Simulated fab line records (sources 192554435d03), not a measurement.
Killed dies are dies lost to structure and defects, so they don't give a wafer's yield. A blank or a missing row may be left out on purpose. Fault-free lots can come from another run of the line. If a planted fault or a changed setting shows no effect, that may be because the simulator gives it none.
Matching of chambers + flow n5Finfet + N5_BEOL_M6_CURE_74 on uvCure-02: 3 sister chambers
The step cures SiCOH lowk, time 240 s. 3 wafers are shown with their chamber, then 12 later ones without.

WAFERS, EACH WITH ITS CHAMBER
| wafer  | chamber | wafer_temp_C_max |
|--------|---------|------------------|
| L086.6 | 0       | 387.2            |
| L092.3 | 2       | 386.0            |
| L089.6 | 1       | 387.8            |

WAFERS WITHOUT THEIR CHAMBER
| wafer  | wafer_temp_C_max |
|--------|------------------|
| L094.1 | 386.5            |
| L094.4 | 386.6            |
| L094.5 | 386.3            |
| L096.1 | 385.9            |
| L096.2 | 386.3            |
| L096.4 | 386.1            |
| L095.1 | 387.6            |
| L095.3 | 387.3            |
| L095.5 | 387.7            |
| L095.2 | 387.5            |
| L095.4 | 387.4            |
| L095.6 | 387.2            |

THE CHAMBER EACH PASSED THROUGH
| wafer  | from the rows above     | in truth                   |
|--------|-------------------------|----------------------------|
| L094.1 | can't be placed: 2 or 0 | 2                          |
| L094.4 | can't be placed: 0 or 2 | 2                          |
| L094.5 | 2                       | 2                          |
| L096.1 | 2                       | 2                          |
| L096.2 | 2                       | 2                          |
| L096.4 | 2                       | 2                          |
| L095.1 | can't be placed: 1 or 0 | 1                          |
| L095.3 | can't be placed: 0 or 1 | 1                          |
| L095.5 | can't be placed: 1 or 0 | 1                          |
| L095.2 | can't be placed: 0 or 1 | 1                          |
| L095.4 | can't be placed: 0 or 1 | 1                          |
| L095.6 | 0                       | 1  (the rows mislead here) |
Correct placement for 4 of the 12. Cannot be placed on the basis of these rows: 7; the candidates contain the true chamber in 7. Placed wrongly: 1.
How it was worked out, from the rows above alone: a wafer's distance from a chamber is the root of the sum, over the readings, of the square of ((its reading less the chamber's mean) divided by the reading's scatter). If the next closest chamber is less than 2 further off than the closest, the wafer can't be placed; otherwise it belongs to the closest. The mean given for a chamber averages the wafers shown for that chamber. The scatter: root of mean squared gap, hidden wafer to nearest shown wafer, with one shown wafer a chamber.
